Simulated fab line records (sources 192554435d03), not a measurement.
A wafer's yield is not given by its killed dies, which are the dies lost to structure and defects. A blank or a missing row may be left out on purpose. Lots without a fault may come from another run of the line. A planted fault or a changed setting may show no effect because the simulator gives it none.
Which of the tools did it? | flow n5 finfet | 72 wafers from 24 lots sampled at 6 of the route's 1938 steps

## WHAT THE GAUGES SHOWED, per wafer
N5_ILD0_THK_MEAS_08. Usual: thk nm 139.2 nm, standard deviation 0.83.
lot  | measured    | on            | thk nm (nm)       | flag
L074 | day 3 14:49 | film metro-01 | 139.5 139.4 139.0 |
L075 | day 4 00:02 | film metro-02 | 139.3 138.1 139.0 |
L076 | day 4 01:56 | film metro-01 | 139.2 138.8 139.1 |
L077 | day 4 07:57 | film metro-01 | 139.6 139.1 139.3 |
L078 | day 4 14:07 | film metro-01 | 139.2 139.7 138.7 |
L079 | day 4 19:47 | film metro-01 | 139.4 138.9 139.5 |
L080 | day 5 01:47 | film metro-02 | 140.3 140.5 139.2 |
L081 | day 5 07:42 | film metro-02 | 138.2 138.6 138.5 |
L082 | day 5 17:01 | film metro-01 | 140.9 141.2 140.7 |
L083 | day 6 00:43 | film metro-01 | 138.6 139.5 139.5 |
L084 | day 6 03:05 | film metro-01 | 139.3 138.4 139.6 |
L085 | day 6 10:03 | film metro-01 | 140.2 139.9 139.2 |
L086 | day 6 15:50 | film metro-01 | 139.2 140.2 139.7 |
L087 | day 6 21:18 | film metro-01 | 141.3 139.4 139.6 |
L088 | day 7 02:17 | film metro-01 | 137.6 138.4 139.2 |
L089 | day 7 08:08 | film metro-02 | 137.7 138.6 139.6 |
L090 | day 7 12:52 | film metro-02 | 140.8 139.5 141.4 |
L091 | day 7 19:13 | film metro-02 | 139.3 139.0 139.5 |
L092 | day 8 01:12 | film metro-01 | 139.7 140.0 140.1 |
L093 | day 8 06:53 | film metro-02 | 138.7 139.0 138.5 |
L094 | day 8 13:58 | film metro-01 | 139.4 138.9 140.1 |
L095 | day 8 21:07 | film metro-01 | 138.5 138.1 139.7 |
L096 | day 9 04:14 | film metro-01 | 139.1 138.5 139.2 |
L097 | day 9 13:17 | film metro-01 | 139.0 137.6 139.4 |

N5_DUMMY_REMOVAL_INSPECT_06: inspects for defects (brightfield). Usual: raw defect count 12, standard deviation 6.5.
lot  | measured    | on                | raw defect count | flag
L074 | day 3 23:14 | defect inspect-01 | 20 7 13          |
L075 | day 4 08:24 | defect inspect-02 | 10 8 9           |
L076 | day 4 09:54 | defect inspect-01 | 10 13 21         |
L077 | day 4 15:44 | defect inspect-01 | 6 11 7           |
L078 | day 4 21:55 | defect inspect-01 | 6 9 15           |
L079 | day 5 05:02 | defect inspect-01 | 17 16 6          |
L080 | day 5 10:05 | defect inspect-02 | 9 15 5           |
L081 | day 5 15:49 | defect inspect-02 | 7 9 4            |
L082 | day 6 00:59 | defect inspect-02 | 11 9 10          |
L083 | day 6 09:18 | defect inspect-01 | 12 20 12         |
L084 | day 6 11:49 | defect inspect-01 | 16 21 19         |
L085 | day 6 18:32 | defect inspect-01 | 9 9 4            |
L086 | day 7 00:24 | defect inspect-01 | 9 5 15           |
L087 | day 7 05:34 | defect inspect-01 | 9 14 15          |
L088 | day 7 10:28 | defect inspect-02 | 13 9 15          |
L089 | day 7 16:25 | defect inspect-02 | 11 15 11         |
L090 | day 7 21:47 | defect inspect-02 | 7 13 9           |
L091 | day 8 03:08 | defect inspect-01 | 16 44 23         |
L092 | day 8 10:53 | defect inspect-02 | 11 9 9           |
L093 | day 8 15:02 | defect inspect-02 | 8 5 14           |
L094 | day 8 21:53 | defect inspect-01 | 5 23 8           |
L095 | day 9 05:28 | defect inspect-01 | 11 7 5           |
L096 | day 9 12:11 | defect inspect-02 | 26 11 11         |
L097 | day 9 21:51 | defect inspect-01 | 10 12 14         |

N5_GATE_CUT_OVL_MEAS_14. Usual: GATE_CUT_OVL 0.4 nm, standard deviation 0.68.
lot  | measured     | on         | GATE_CUT_OVL (nm) | flag
L074 | day 4 12:47  | overlay-01 | 1.0 1.4 0.8       |
L075 | day 4 23:02  | overlay-02 | 0.5 0.2 -0.4      |
L076 | day 5 01:13  | overlay-02 | 0.5 0.8 0.6       |
L077 | day 5 07:00  | overlay-02 | 1.2 0.6 1.2       |
L078 | day 5 11:10  | overlay-01 | 0.3 0.3 -1.3      |
L079 | day 5 18:10  | overlay-02 | 1.1 1.5 1.5       |
L080 | day 5 23:01  | overlay-01 | -1.6 -0.1 -1.2    |
L081 | day 6 05:45  | overlay-01 | 0.6 -0.3 -0.2     |
L082 | day 6 14:14  | overlay-02 | 0.7 0.6 0.1       |
L083 | day 6 22:42  | overlay-02 | 0.2 0.7 0.7       |
L084 | day 7 00:49  | overlay-01 | -0.2 0.3 0.3      |
L085 | day 7 07:47  | overlay-01 | 0.2 1.0 1.5       |
L086 | day 7 13:29  | overlay-01 | 0.9 -0.2 0.2      |
L087 | day 7 19:08  | overlay-01 | 0.7 1.0 1.2       |
L088 | day 8 00:08  | overlay-02 | -0.1 -0.2 -0.1    |
L089 | day 8 05:56  | overlay-02 | -0.4 0.6 -0.7     |
L090 | day 8 12:43  | overlay-01 | -0.2 -0.2 0.1     |
L091 | day 8 16:16  | overlay-02 | 1.1 0.6 1.6       |
L092 | day 9 00:16  | overlay-01 | 1.1 1.6 0.1       |
L093 | day 9 03:59  | overlay-01 | 1.2 1.5 1.6       |
L094 | day 9 11:08  | overlay-02 | 0.0 -0.2 -0.9     |
L095 | day 9 18:22  | overlay-01 | -0.3 -0.3 -0.5    |
L096 | day 10 01:40 | overlay-02 | 0.8 1.0 -0.1      |
L097 | day 10 10:59 | overlay-01 | 0.6 0.0 -0.4      |

## WHAT TOOL EACH LOT RAN ON (gives the tool, then ch and the chambers of the sampled wafers, and finally the start)
lot  | N5_SDB_ETCH_17                    | N5_HKMG_FIN_W_FILL_22         | N5_GATE_CUT_ETCH_58
L074 | rie diel-05 ch 0,1,2, day 3 18:44 | cvd w-01 ch 1, day 4 08:12    | rie diel-06 ch 0,1,3, day 4 09:28
L075 | rie diel-05 ch 1,3, day 4 03:53   | cvd w-02 ch 0, day 4 17:45    | rie diel-03 ch 0,2,3, day 4 18:56
L076 | rie diel-04 ch 0,1,3, day 4 05:40 | cvd w-01 ch 0,1, day 4 18:28  | rie diel-03 ch 2,3, day 4 19:37
L077 | rie diel-05 ch 1,2,3, day 4 11:41 | cvd w-02 ch 0, day 5 00:19    | rie diel-03 ch 2,3, day 5 01:28
L078 | rie diel-05 ch 2,3, day 4 17:50   | cvd w-01 ch 0,1, day 5 06:34  | rie diel-01 ch 0,1, day 5 07:43
L079 | rie diel-04 ch 0,2,3, day 5 00:10 | cvd w-01 ch 0,1, day 5 13:37  | rie diel-06 ch 0,2,3, day 5 14:46
L080 | rie diel-05 ch 0,1,3, day 5 05:43 | cvd w-01 ch 0,1, day 5 18:26  | rie diel-01 ch 1,2,3, day 5 19:41
L081 | rie diel-05 ch 1,2,3, day 5 11:34 | cvd w-01 ch 0,1, day 6 00:50  | rie diel-06 ch 0,1,3, day 6 02:02
L082 | rie diel-02 ch 1,2,3, day 5 20:56 | cvd w-02 ch 0,1, day 6 09:43  | rie diel-01 ch 1,3, day 6 10:55
L083 | rie diel-05 ch 1,2, day 6 04:40   | cvd w-01 ch 0,1, day 6 18:15  | rie diel-03 ch 0,2,3, day 6 19:24
L084 | rie diel-02 ch 1,2, day 6 07:14   | cvd w-02 ch 0,1, day 6 20:15  | rie diel-03 ch 0,1, day 6 21:23
L085 | rie diel-02 ch 1,2,3, day 6 14:11 | cvd w-02 ch 0,1, day 7 03:16  | rie diel-06 ch 0,3, day 7 04:25
L086 | rie diel-02 ch 1,2, day 6 19:34   | cvd w-02 ch 0,1, day 7 08:55  | rie diel-03 ch 0,1,2, day 7 10:04
L087 | rie diel-04 ch 0,1,3, day 7 01:12 | cvd w-01 ch 0,1, day 7 14:40  | rie diel-03 ch 0,1,2, day 7 15:49
L088 | rie diel-05 ch 0,2,3, day 7 06:07 | cvd w-02 ch 0,1, day 7 18:56  | rie diel-06 ch 1,2, day 7 20:04
L089 | rie diel-04 ch 0,2,3, day 7 12:10 | cvd w-02 ch 0,1, day 8 01:22  | rie diel-01 ch 1,2,3, day 8 02:31
L090 | rie diel-04 ch 2,3, day 7 16:44   | cvd w-02 ch 0,1, day 8 07:10  | rie diel-03 ch 0,3, day 8 08:35
L091 | rie diel-04 ch 1,2,3, day 7 22:57 | cvd w-01 ch 0,1, day 8 11:38  | rie diel-03 ch 1,2,3, day 8 12:50
L092 | rie diel-04 ch 1,3, day 8 05:44   | cvd w-02 ch 0,1, day 8 19:31  | rie diel-01 ch 1,2,3, day 8 20:50
L093 | rie diel-05 ch 1,3, day 8 10:59   | cvd w-02 ch 0,1, day 8 23:25  | rie diel-01 ch 1,2,3, day 9 00:41
L094 | rie diel-02 ch 0,1, day 8 17:41   | cvd w-02 ch 0,1, day 9 06:23  | rie diel-03 ch 2,3, day 9 07:43
L095 | rie diel-02 ch 1,2,3, day 9 01:18 | cvd w-02 ch 0,1, day 9 13:55  | rie diel-06 ch 0,1,3, day 9 15:03
L096 | rie diel-05 ch 0,1,2, day 9 08:03 | cvd w-02 ch 0,1, day 9 20:44  | rie diel-01 ch 0,1,3, day 9 22:15
L097 | rie diel-02 ch 0,3, day 9 17:34   | cvd w-01 ch 0,1, day 10 06:15 | rie diel-03 ch 1,3, day 10 07:41
- N5_SDB_ETCH_17: etches SiARC in CF4, target depth 23.4 nm, time 39 s.
- N5_HKMG_FIN_W_FILL_22: material W, target thk 60 nm, time 18.2 s.
- N5_GATE_CUT_ETCH_58: etches SiNx in CH3F/O2, target depth 17 nm, time 128.6 s.

## AS READ BY THE TOOLS THEMSELVES (means over the sampled wafers that have a number; for cases with no such wafer, the mark the record gives instead)
N5_SDB_ETCH_17. Usual: drypump motor current A 5.8 A, standard deviation 0.44; etch rf on time s 39.3 s, standard deviation 0.51; oes product au 0.64 a.u., standard deviation 0.066; rf vpp V 184.3 V, standard deviation 1.3; showerhead plenum p Torr 2.15 Torr, standard deviation 0.077; throttle valve pct 15.73 %, standard deviation 0.14.
lot  | tool        | drypump motor current A (A) | etch rf on time s (s) | oes product au (a.u.) | rf vpp V (V) | showerhead plenum p Torr (Torr) | throttle valve pct (%) | flag
L074 | rie diel-05 | 5.8                         | 40.0                  | 0.59                  | 183.7        | 2.15                            | 15.84                  |
L075 | rie diel-05 | 6.2                         | 39.8                  | 0.61                  | 184.2        | 2.16                            | 15.69                  |
L076 | rie diel-04 | 5.6                         | 39.6                  | 0.69                  | 183.9        | 2.11                            | 15.73                  |
L077 | rie diel-05 | 5.9                         | 39.6                  | 0.61                  | 183.9        | 2.16                            | 15.77                  |
L078 | rie diel-05 | 6.3                         | 39.4                  | 0.62                  | 185.2        | 2.22                            | 15.76                  |
L079 | rie diel-04 | 5.4                         | 39.0                  | 0.61                  | 183.5        | 2.12                            | 15.77                  |
L080 | rie diel-05 | 6.1                         | 39.3                  | 0.60                  | 184.7        | 2.15                            | 15.78                  |
L081 | rie diel-05 | 5.9                         | 39.5                  | 0.60                  | 184.9        | 2.15                            | 15.79                  |
L082 | rie diel-02 | 5.7                         | 39.3                  | 0.68                  | 183.7        | 2.18                            | 15.63                  |
L083 | rie diel-05 | 5.5                         | 39.5                  | 0.59                  | 183.0        | 2.09                            | 15.82                  |
L084 | rie diel-02 | 5.7                         | 38.4                  | 0.69                  | 185.8        | 2.24                            | 15.60                  |
L085 | rie diel-02 | 5.7                         | 38.9                  | 0.68                  | 184.4        | 2.18                            | 15.65                  |
L086 | rie diel-02 | 5.7                         | 39.3                  | 0.68                  | 184.9        | 2.24                            | 15.60                  |
L087 | rie diel-04 | 5.6                         | 39.4                  | 0.65                  | 184.4        | 2.11                            | 15.76                  |
L088 | rie diel-05 | 6.2                         | 39.5                  | 0.67                  | 184.1        | 2.20                            | 15.72                  |
L089 | rie diel-04 | 5.5                         | 39.3                  | 0.60                  | 183.8        | 2.12                            | 15.81                  |
L090 | rie diel-04 | 5.2                         | 39.6                  | 0.60                  | 183.4        | 2.15                            | 15.77                  |
L091 | rie diel-04 | 5.3                         | 39.5                  | 0.65                  | 184.9        | 2.13                            | 15.74                  |
L092 | rie diel-04 | 5.4                         | 39.2                  | 0.71                  | 183.5        | 2.12                            | 15.71                  |
L093 | rie diel-05 | 6.3                         | 39.0                  | 0.68                  | 184.6        | 2.23                            | 15.59                  |
L094 | rie diel-02 | 5.6                         | 39.0                  | 0.62                  | 183.7        | 2.11                            | 15.62                  |
L095 | rie diel-02 | 5.7                         | 38.9                  | 0.66                  | 184.4        | 2.17                            | 15.68                  |
L096 | rie diel-05 | 5.8                         | 39.0                  | 0.72                  | 186.0        | 2.22                            | 15.60                  |
L097 | rie diel-02 | 5.6                         | 39.8                  | 0.63                  | 183.4        | 2.05                            | 15.73                  |

N5_HKMG_FIN_W_FILL_22. Usual: heater power w 826 W, standard deviation 110; throttle valve pct 18.8 %, standard deviation 0.78.
lot  | tool     | heater power w (W) | throttle valve pct (%) | flag
L074 | cvd w-01 | 727                | 18.9                   |
L075 | cvd w-02 | 985                | 17.8                   |
L076 | cvd w-01 | 756                | 18.4                   |
L077 | cvd w-02 | 993                | 17.9                   |
L078 | cvd w-01 | 753                | 18.6                   |
L079 | cvd w-01 | 761                | 18.5                   |
L080 | cvd w-01 | 760                | 18.8                   |
L081 | cvd w-01 | 772                | 18.5                   |
L082 | cvd w-02 | 831                | 19.2                   |
L083 | cvd w-01 | 752                | 18.6                   |
L084 | cvd w-02 | 828                | 19.2                   |
L085 | cvd w-02 | 906                | 18.6                   |
L086 | cvd w-02 | 833                | 19.2                   |
L087 | cvd w-01 | 748                | 18.9                   |
L088 | cvd w-02 | 918                | 18.6                   |
L089 | cvd w-02 | 831                | 19.3                   |
L090 | cvd w-02 | 914                | 18.5                   |
L091 | cvd w-01 | 751                | 18.8                   |
L092 | cvd w-02 | 836                | 19.4                   |
L093 | cvd w-02 | 832                | 19.2                   |
L094 | cvd w-02 | 925                | 18.6                   |
L095 | cvd w-02 | 914                | 18.7                   |
L096 | cvd w-02 | 916                | 18.7                   |
L097 | cvd w-01 | 773                | 18.8                   |

N5_GATE_CUT_ETCH_58. Usual: drypump motor current A 5.9 A, standard deviation 0.37; oes product au 0.81 a.u., standard deviation 0.087; rf vpp V 99.1 V, standard deviation 0.84; showerhead plenum p Torr 2.00 Torr, standard deviation 0.059; throttle valve pct 16.29 %, standard deviation 0.18.
lot  | tool        | drypump motor current A (A) | oes product au (a.u.) | rf vpp V (V) | showerhead plenum p Torr (Torr) | throttle valve pct (%) | flag
L074 | rie diel-06 | 6.2                         | 0.72                  | 99.3         | 1.99                            | 16.37                  |
L075 | rie diel-03 | 6.0                         | 0.88                  | 98.8         | 1.98                            | 16.20                  |
L076 | rie diel-03 | 6.0                         | 0.88                  | 99.6         | 2.01                            | 16.14                  |
L077 | rie diel-03 | 6.1                         | 0.85                  | 99.1         | 1.97                            | 16.11                  |
L078 | rie diel-01 | 5.5                         | 0.72                  | 98.0         | 1.93                            | 16.61                  |
L079 | rie diel-06 | 5.9                         | 0.78                  | 99.8         | 2.01                            | 16.22                  |
L080 | rie diel-01 | 5.8                         | 0.85                  | 99.1         | 1.99                            | 16.35                  |
L081 | rie diel-06 | 6.2                         | 0.72                  | 99.6         | 1.99                            | 16.39                  |
L082 | rie diel-01 | 6.0                         | 0.87                  | 98.8         | 1.99                            | 16.24                  |
L083 | rie diel-03 | 6.0                         | 0.86                  | 98.8         | 1.98                            | 16.23                  |
L084 | rie diel-03 | 5.7                         | 0.83                  | 99.7         | 2.00                            | 16.31                  |
L085 | rie diel-06 | 6.3                         | 0.75                  | 98.9         | 2.02                            | 16.26                  |
L086 | rie diel-03 | 5.7                         | 0.82                  | 100.4        | 2.02                            | 16.26                  |
L087 | rie diel-03 | 5.7                         | 0.81                  | 99.5         | 2.02                            | 16.27                  |
L088 | rie diel-06 | 6.0                         | 0.91                  | 99.2         | 1.99                            | 16.27                  |
L089 | rie diel-01 | 5.8                         | 0.82                  | 99.6         | 1.99                            | 16.39                  |
L090 | rie diel-03 | 6.0                         | 0.86                  | 99.1         | 1.95                            | 16.30                  |
L091 | rie diel-03 | 5.8                         | 0.79                  | 98.5         | 2.01                            | 16.18                  |
L092 | rie diel-01 | 5.8                         | 0.81                  | 98.5         | 1.98                            | 16.39                  |
L093 | rie diel-01 | 5.8                         | 0.80                  | 98.9         | 1.98                            | 16.41                  |
L094 | rie diel-03 | 6.0                         | 0.83                  | 99.5         | 2.00                            | 16.22                  |
L095 | rie diel-06 | 6.2                         | 0.79                  | 99.0         | 1.98                            | 16.28                  |
L096 | rie diel-01 | 5.7                         | 0.83                  | 98.5         | 1.96                            | 16.34                  |
L097 | rie diel-03 | 5.5                         | 0.73                  | 98.9         | 2.01                            | 16.20                  |

## THE ANSWER, worked out from the rows above alone
Rule: lot off if the mean of its wafers having a number is beyond 3 standard deviations from the usual mean. A lot without any number at a reading at which 4 lots or more have one is off too. Where the step has rows for the other lots, those lots are counted as sound. After the gauges, taken in route order, come the tools' own readings; for these a lot's mean is taken, as printed above. The first step at which some lot is off is used, and at that step the reading that is off furthest; a lot without a number counts as furthest.
Across all readings shown, no lot is off: no conclusion can be drawn from this.

## WHAT HAD BEEN PUT IN BY THE SIMULATOR
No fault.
